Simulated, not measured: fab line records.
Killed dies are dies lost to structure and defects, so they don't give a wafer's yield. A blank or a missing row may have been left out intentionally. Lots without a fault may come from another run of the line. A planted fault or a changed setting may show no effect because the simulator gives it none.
Matching of chambers    flow n5 finfet    N5_BEOL_M3_ALD_84 on ald metal-02 has 4 sister chambers
The step deposits TaN, pulse time 2 s, purge time 3 s, co reactant purge time 2 s. 8 wafers are shown with their chamber, then 8 later ones without.

## WAFERS WITH THEIR CHAMBER
wafer   chamber  heater power outer w (W)  heater power w (W)
L076.1  3        260                       485
L080.2  0        184                       364
L080.4  2        223                       416
L082.1  3        258                       474
L092.1  1        226                       408
L092.2  0        183                       363
L092.5  2        225                       410
L094.2  1        224                       415

## WAFERS WITH NO CHAMBER GIVEN
wafer   heater power outer w (W)  heater power w (W)
L094.5  256                       481
L094.6  181                       356
L093.2  258                       490
L093.4  184                       364
L093.6  188                       362
L097.1  256                       489
L097.4  219                       415
L097.5  265                       476

## CHAMBER TAKEN BY EACH
wafer   from the rows above      in truth
L094.5  3                        3
L094.6  0                        0
L093.2  3                        3
L093.4  0                        0
L093.6  0                        0
L097.1  3                        3
L097.4  can't be placed: 2 or 1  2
L097.5  3                        3
Correctly placed: 7 of 8. Not placeable from these rows: 1 (in 1, the candidates include the true chamber). Wrongly placed: 0.
How it was worked out, from the rows above alone: a wafer's distance from a chamber is the root of the sum, over the readings, of the square of ((its reading less the chamber's mean) divided by the reading's scatter). If the next closest chamber is less than 2 further off than the closest, the wafer can't be placed; otherwise it belongs to the closest. For every chamber, the mean is computed from those of its wafers that are shown. How the scatter is found: for the shown wafers, subtract from each reading the mean of its chamber, square and add these, divide the total by (wafers less chambers), then take the root.
